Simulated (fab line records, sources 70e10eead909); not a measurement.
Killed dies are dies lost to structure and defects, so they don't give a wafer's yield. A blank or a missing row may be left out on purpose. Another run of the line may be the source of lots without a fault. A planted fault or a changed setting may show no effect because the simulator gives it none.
Which tool did it? || flow nand harc || 12 lots with 36 wafers sampled at 4 steps, on a route of 1302 steps

## WHAT THE GAUGES READ, wafer by wafer
No reading from a measuring or inspecting step in the record can be judged against a usual standard deviation.

## WHAT TOOL EACH LOT RAN ON (gives the tool, then ch and the chambers of the sampled wafers, and finally the start)
{"lot": "L655", "NHARC_P_BONDPAD_STRIP_15": "rie diel-08 ch 1,2,3, day 6 23:46", "NHARC_A_ZERO_WELL_RTA_16": "rtp anneal-01 ch 0, day 7 04:31", "NHARC_A_CHANNEL_HOLE_D1_DEP_00": "acl dep-01 ch 0, day 8 17:00", "NHARC_A_CHANNEL_HOLE_D1_ETCH_39": "rie diel-12 ch 0,1,2, day 8 20:06"}
{"lot": "L656", "NHARC_P_BONDPAD_STRIP_15": "rie diel-11 ch 0,1,3, day 7 08:40", "NHARC_A_ZERO_WELL_RTA_16": "rtp anneal-02 ch 0, day 7 13:26", "NHARC_A_CHANNEL_HOLE_D1_DEP_00": "acl dep-03 ch 0, day 9 08:14", "NHARC_A_CHANNEL_HOLE_D1_ETCH_39": "rie diel-12 ch 1,2,3, day 9 10:56"}
{"lot": "L659", "NHARC_P_BONDPAD_STRIP_15": "rie diel-11 ch 0,1, day 8 16:38", "NHARC_A_ZERO_WELL_RTA_16": "rtp anneal-02 ch 0, day 8 21:28", "NHARC_A_CHANNEL_HOLE_D1_DEP_00": "acl dep-01 ch 0, day 10 10:19", "NHARC_A_CHANNEL_HOLE_D1_ETCH_39": "rie diel-12 ch 1,2, day 10 13:01"}
{"lot": "L660", "NHARC_P_BONDPAD_STRIP_15": "rie diel-11 ch 1,3, day 9 04:26", "NHARC_A_ZERO_WELL_RTA_16": "rtp anneal-01 ch 0, day 9 09:12", "NHARC_A_CHANNEL_HOLE_D1_DEP_00": "acl dep-02 ch 0, day 10 21:07", "NHARC_A_CHANNEL_HOLE_D1_ETCH_39": "rie diel-12 ch 1,2,3, day 11 00:01"}
{"lot": "L663", "NHARC_P_BONDPAD_STRIP_15": "rie diel-08 ch 0,3, day 10 04:07", "NHARC_A_ZERO_WELL_RTA_16": "rtp anneal-01 ch 0, day 10 09:01", "NHARC_A_CHANNEL_HOLE_D1_DEP_00": "acl dep-03 ch 0, day 12 00:32", "NHARC_A_CHANNEL_HOLE_D1_ETCH_39": "rie diel-12 ch 0,3, day 12 03:26"}
{"lot": "L664", "NHARC_P_BONDPAD_STRIP_15": "rie diel-04 ch 1,2,3, day 11 00:29", "NHARC_A_ZERO_WELL_RTA_16": "rtp anneal-01 ch 0, day 11 05:18", "NHARC_A_CHANNEL_HOLE_D1_DEP_00": "acl dep-03 ch 0, day 12 16:50", "NHARC_A_CHANNEL_HOLE_D1_ETCH_39": "rie diel-12 ch 1,2,3, day 12 19:32"}
{"lot": "L666", "NHARC_P_BONDPAD_STRIP_15": "rie diel-11 ch 0,1,2, day 11 14:43", "NHARC_A_ZERO_WELL_RTA_16": "rtp anneal-02 ch 0, day 11 19:26", "NHARC_A_CHANNEL_HOLE_D1_DEP_00": "acl dep-03 ch 0, day 13 05:16", "NHARC_A_CHANNEL_HOLE_D1_ETCH_39": "rie diel-12 ch 0,2,3, day 13 08:08"}
{"lot": "L667", "NHARC_P_BONDPAD_STRIP_15": "rie diel-11 ch 0,1, day 12 00:50", "NHARC_A_ZERO_WELL_RTA_16": "rtp anneal-02 ch 0, day 12 05:39", "NHARC_A_CHANNEL_HOLE_D1_DEP_00": "acl dep-02 ch 0, day 13 20:38", "NHARC_A_CHANNEL_HOLE_D1_ETCH_39": "rie diel-12 ch 0,1, day 13 22:43"}
{"lot": "L668", "NHARC_P_BONDPAD_STRIP_15": "rie diel-11 ch 0,1,2, day 12 16:59", "NHARC_A_ZERO_WELL_RTA_16": "rtp anneal-02 ch 0, day 12 21:47", "NHARC_A_CHANNEL_HOLE_D1_DEP_00": "acl dep-01 ch 0, day 14 09:17", "NHARC_A_CHANNEL_HOLE_D1_ETCH_39": "rie diel-05 ch 0,2,3, day 14 12:22"}
{"lot": "L675", "NHARC_P_BONDPAD_STRIP_15": "rie diel-11 ch 1,2,3, day 15 06:08", "NHARC_A_ZERO_WELL_RTA_16": "rtp anneal-02 ch 0, day 15 10:46", "NHARC_A_CHANNEL_HOLE_D1_DEP_00": "acl dep-02 ch 0, day 16 22:59", "NHARC_A_CHANNEL_HOLE_D1_ETCH_39": "rie diel-12 ch 0,1, day 17 02:02"}
{"lot": "L674", "NHARC_P_BONDPAD_STRIP_15": "rie diel-08 ch 1,2, day 15 07:21", "NHARC_A_ZERO_WELL_RTA_16": "rtp anneal-01 ch 0, day 15 12:04", "NHARC_A_CHANNEL_HOLE_D1_DEP_00": "acl dep-01 ch 0, day 16 23:08", "NHARC_A_CHANNEL_HOLE_D1_ETCH_39": "rie diel-12 ch 0,1, day 17 02:15"}
{"lot": "L677", "NHARC_P_BONDPAD_STRIP_15": "rie diel-08 ch 0,1,2, day 16 06:58", "NHARC_A_ZERO_WELL_RTA_16": "rtp anneal-01 ch 0, day 16 11:46", "NHARC_A_CHANNEL_HOLE_D1_DEP_00": "acl dep-01 ch 0, day 18 06:59", "NHARC_A_CHANNEL_HOLE_D1_ETCH_39": "rie diel-12 ch 0,1,2, day 18 10:00"}
- NHARC_P_BONDPAD_STRIP_15: strips in O2.
- NHARC_A_ZERO_WELL_RTA_16: time 10 s.
- NHARC_A_CHANNEL_HOLE_D1_DEP_00: deposits aC, target thk 3100 nm.
- NHARC_A_CHANNEL_HOLE_D1_ETCH_39: etches the open film in N2/H2, target depth 260 nm, time 325 s.

## WHAT THE TOOLS THEMSELVES READ (means of the sampled wafers that have a number; where no wafer has one, the mark that the record gives instead)
NHARC_P_BONDPAD_STRIP_15.
{"lot": "L655", "tool": "rie diel-08", "drypump motor current A (A)": 5.6, "o2 flow sccm (sccm)": 500.3, "oes product au (a.u.)": 0.996, "rf vpp V (V)": 57.8, "showerhead plenum p Torr (Torr)": 3.43, "throttle valve pct (%)": 17.036}
{"lot": "L656", "tool": "rie diel-11", "drypump motor current A (A)": 5.6, "o2 flow sccm (sccm)": 499.8, "oes product au (a.u.)": 0.995, "rf vpp V (V)": 57.3, "showerhead plenum p Torr (Torr)": 3.52, "throttle valve pct (%)": 17.045}
{"lot": "L659", "tool": "rie diel-11", "drypump motor current A (A)": 5.7, "o2 flow sccm (sccm)": 498.6, "oes product au (a.u.)": 0.993, "rf vpp V (V)": 58.3, "showerhead plenum p Torr (Torr)": 3.47, "throttle valve pct (%)": 17.038}
{"lot": "L660", "tool": "rie diel-11", "drypump motor current A (A)": 5.2, "o2 flow sccm (sccm)": 499.9, "oes product au (a.u.)": 1.003, "rf vpp V (V)": 56.7, "showerhead plenum p Torr (Torr)": 3.45, "throttle valve pct (%)": 17.031}
{"lot": "L663", "tool": "rie diel-08", "drypump motor current A (A)": 6.0, "o2 flow sccm (sccm)": 499.0, "oes product au (a.u.)": 0.998, "rf vpp V (V)": 56.9, "showerhead plenum p Torr (Torr)": 3.51, "throttle valve pct (%)": 17.041}
{"lot": "L664", "tool": "rie diel-04", "drypump motor current A (A)": 5.6, "o2 flow sccm (sccm)": 498.9, "oes product au (a.u.)": 1.000, "rf vpp V (V)": 57.3, "showerhead plenum p Torr (Torr)": 3.61, "throttle valve pct (%)": 17.031}
{"lot": "L666", "tool": "rie diel-11", "drypump motor current A (A)": 5.8, "o2 flow sccm (sccm)": 501.2, "oes product au (a.u.)": 0.997, "rf vpp V (V)": 57.1, "showerhead plenum p Torr (Torr)": 3.44, "throttle valve pct (%)": 17.045}
{"lot": "L667", "tool": "rie diel-11", "drypump motor current A (A)": 6.1, "o2 flow sccm (sccm)": 500.8, "oes product au (a.u.)": 1.003, "rf vpp V (V)": 57.6, "showerhead plenum p Torr (Torr)": 3.54, "throttle valve pct (%)": 17.033}
{"lot": "L668", "tool": "rie diel-11", "drypump motor current A (A)": 5.8, "o2 flow sccm (sccm)": 500.0, "oes product au (a.u.)": 0.998, "rf vpp V (V)": 57.7, "showerhead plenum p Torr (Torr)": 3.44, "throttle valve pct (%)": 17.032}
{"lot": "L675", "tool": "rie diel-11", "drypump motor current A (A)": 5.2, "o2 flow sccm (sccm)": 501.1, "oes product au (a.u.)": 0.991, "rf vpp V (V)": 57.3, "showerhead plenum p Torr (Torr)": 3.42, "throttle valve pct (%)": 17.037}
{"lot": "L674", "tool": "rie diel-08", "drypump motor current A (A)": 5.6, "o2 flow sccm (sccm)": 501.6, "oes product au (a.u.)": 0.999, "rf vpp V (V)": 57.5, "showerhead plenum p Torr (Torr)": 3.46, "throttle valve pct (%)": 17.040}
{"lot": "L677", "tool": "rie diel-08", "drypump motor current A (A)": 5.7, "o2 flow sccm (sccm)": 498.1, "oes product au (a.u.)": 0.998, "rf vpp V (V)": 57.7, "showerhead plenum p Torr (Torr)": 3.46, "throttle valve pct (%)": 17.036}

NHARC_A_ZERO_WELL_RTA_16.
{"lot": "L655", "tool": "rtp anneal-01", "lamp power pct (%)": 29.1, "wafer_temp_C_max": 1007.2}
{"lot": "L656", "tool": "rtp anneal-02", "lamp power pct (%)": 32.8, "wafer_temp_C_max": 1004.2}
{"lot": "L659", "tool": "rtp anneal-02", "lamp power pct (%)": 32.8, "wafer_temp_C_max": 1004.3}
{"lot": "L660", "tool": "rtp anneal-01", "lamp power pct (%)": 29.0, "wafer_temp_C_max": 1008.8}
{"lot": "L663", "tool": "rtp anneal-01", "lamp power pct (%)": 29.0, "wafer_temp_C_max": 1007.1}
{"lot": "L664", "tool": "rtp anneal-01", "lamp power pct (%)": 29.1, "wafer_temp_C_max": 1008.0}
{"lot": "L666", "tool": "rtp anneal-02", "lamp power pct (%)": 32.8, "wafer_temp_C_max": 1004.9}
{"lot": "L667", "tool": "rtp anneal-02", "lamp power pct (%)": 32.8, "wafer_temp_C_max": 1004.2}
{"lot": "L668", "tool": "rtp anneal-02", "lamp power pct (%)": 32.8, "wafer_temp_C_max": 1005.8}
{"lot": "L675", "tool": "rtp anneal-02", "lamp power pct (%)": 32.8, "wafer_temp_C_max": 1004.2}
{"lot": "L674", "tool": "rtp anneal-01", "lamp power pct (%)": 29.0, "wafer_temp_C_max": 1010.2}
{"lot": "L677", "tool": "rtp anneal-01", "lamp power pct (%)": 29.1, "wafer_temp_C_max": 1008.4}

NHARC_A_CHANNEL_HOLE_D1_DEP_00.
{"lot": "L655", "tool": "acl dep-01", "throttle valve pct (%)": 35.001}
{"lot": "L656", "tool": "acl dep-03", "throttle valve pct (%)": 35.000}
{"lot": "L659", "tool": "acl dep-01", "throttle valve pct (%)": 34.995}
{"lot": "L660", "tool": "acl dep-02", "throttle valve pct (%)": 35.002}
{"lot": "L663", "tool": "acl dep-03", "throttle valve pct (%)": 34.994}
{"lot": "L664", "tool": "acl dep-03", "throttle valve pct (%)": 35.000}
{"lot": "L666", "tool": "acl dep-03", "throttle valve pct (%)": 35.004}
{"lot": "L667", "tool": "acl dep-02", "throttle valve pct (%)": 34.994}
{"lot": "L668", "tool": "acl dep-01", "throttle valve pct (%)": 34.996}
{"lot": "L675", "tool": "acl dep-02", "throttle valve pct (%)": 35.000}
{"lot": "L674", "tool": "acl dep-01", "throttle valve pct (%)": 34.997}
{"lot": "L677", "tool": "acl dep-01", "throttle valve pct (%)": 34.998}

NHARC_A_CHANNEL_HOLE_D1_ETCH_39.
{"lot": "L655", "tool": "rie diel-12", "drypump motor current A (A)": 5.8, "oes product au (a.u.)": 1.002, "rf vpp V (V)": 429.8, "showerhead plenum p Torr (Torr)": 2.04, "throttle valve pct (%)": 14.170}
{"lot": "L656", "tool": "rie diel-12", "drypump motor current A (A)": 5.7, "oes product au (a.u.)": 0.995, "rf vpp V (V)": 428.9, "showerhead plenum p Torr (Torr)": 2.00, "throttle valve pct (%)": 14.170}
{"lot": "L659", "tool": "rie diel-12", "drypump motor current A (A)": 5.4, "oes product au (a.u.)": 0.988, "rf vpp V (V)": 429.4, "showerhead plenum p Torr (Torr)": 2.01, "throttle valve pct (%)": 14.174}
{"lot": "L660", "tool": "rie diel-12", "drypump motor current A (A)": 5.7, "oes product au (a.u.)": 0.990, "rf vpp V (V)": 429.2, "showerhead plenum p Torr (Torr)": 2.00, "throttle valve pct (%)": 14.167}
{"lot": "L663", "tool": "rie diel-12", "drypump motor current A (A)": 6.4, "oes product au (a.u.)": 0.995, "rf vpp V (V)": 431.0, "showerhead plenum p Torr (Torr)": 2.07, "throttle valve pct (%)": 14.176}
{"lot": "L664", "tool": "rie diel-12", "drypump motor current A (A)": 5.6, "oes product au (a.u.)": 0.984, "rf vpp V (V)": 429.5, "showerhead plenum p Torr (Torr)": 2.00, "throttle valve pct (%)": 14.170}
{"lot": "L666", "tool": "rie diel-12", "drypump motor current A (A)": 6.1, "oes product au (a.u.)": 0.986, "rf vpp V (V)": 429.4, "showerhead plenum p Torr (Torr)": 2.03, "throttle valve pct (%)": 14.167}
{"lot": "L667", "tool": "rie diel-12", "drypump motor current A (A)": 5.6, "oes product au (a.u.)": 0.996, "rf vpp V (V)": 430.7, "showerhead plenum p Torr (Torr)": 2.05, "throttle valve pct (%)": 14.165}
{"lot": "L668", "tool": "rie diel-05", "drypump motor current A (A)": 5.2, "oes product au (a.u.)": 0.999, "rf vpp V (V)": 431.7, "showerhead plenum p Torr (Torr)": 2.08, "throttle valve pct (%)": 14.171}
{"lot": "L675", "tool": "rie diel-12", "drypump motor current A (A)": 6.0, "oes product au (a.u.)": 0.997, "rf vpp V (V)": 432.2, "showerhead plenum p Torr (Torr)": 2.08, "throttle valve pct (%)": 14.166}
{"lot": "L674", "tool": "rie diel-12", "drypump motor current A (A)": 5.6, "oes product au (a.u.)": 0.990, "rf vpp V (V)": 430.8, "showerhead plenum p Torr (Torr)": 2.05, "throttle valve pct (%)": 14.174}
{"lot": "L677", "tool": "rie diel-12", "drypump motor current A (A)": 5.8, "oes product au (a.u.)": 0.991, "rf vpp V (V)": 430.1, "showerhead plenum p Torr (Torr)": 2.04, "throttle valve pct (%)": 14.169}

## THE ANSWER, worked out from the rows above alone
Rule: usual is defined by the lots themselves. The widest of any qualifying gaps counts: lots, ordered by their means at a reading, are off when they make up no more than a third of the lots, leave a main group of 4 or more, and stand apart from it by 3 or more times the standard deviation of that group's means. Not used: any main group whose means are identical at the precision the tables above print for the reading. Also off: a lot with no number at a reading for which 4 or more lots have one. Any other lot the step has rows for is counted as sound. First the gauges in route order, then the tools' own readings, where a lot's mean is used as printed above. At the first step where some lot is off, the reading lying furthest off is the one used; lots without a number count as furthest.
Across all readings shown, no lot is off: no conclusion can be drawn from this.

## WHAT THE SIMULATOR PUT IN
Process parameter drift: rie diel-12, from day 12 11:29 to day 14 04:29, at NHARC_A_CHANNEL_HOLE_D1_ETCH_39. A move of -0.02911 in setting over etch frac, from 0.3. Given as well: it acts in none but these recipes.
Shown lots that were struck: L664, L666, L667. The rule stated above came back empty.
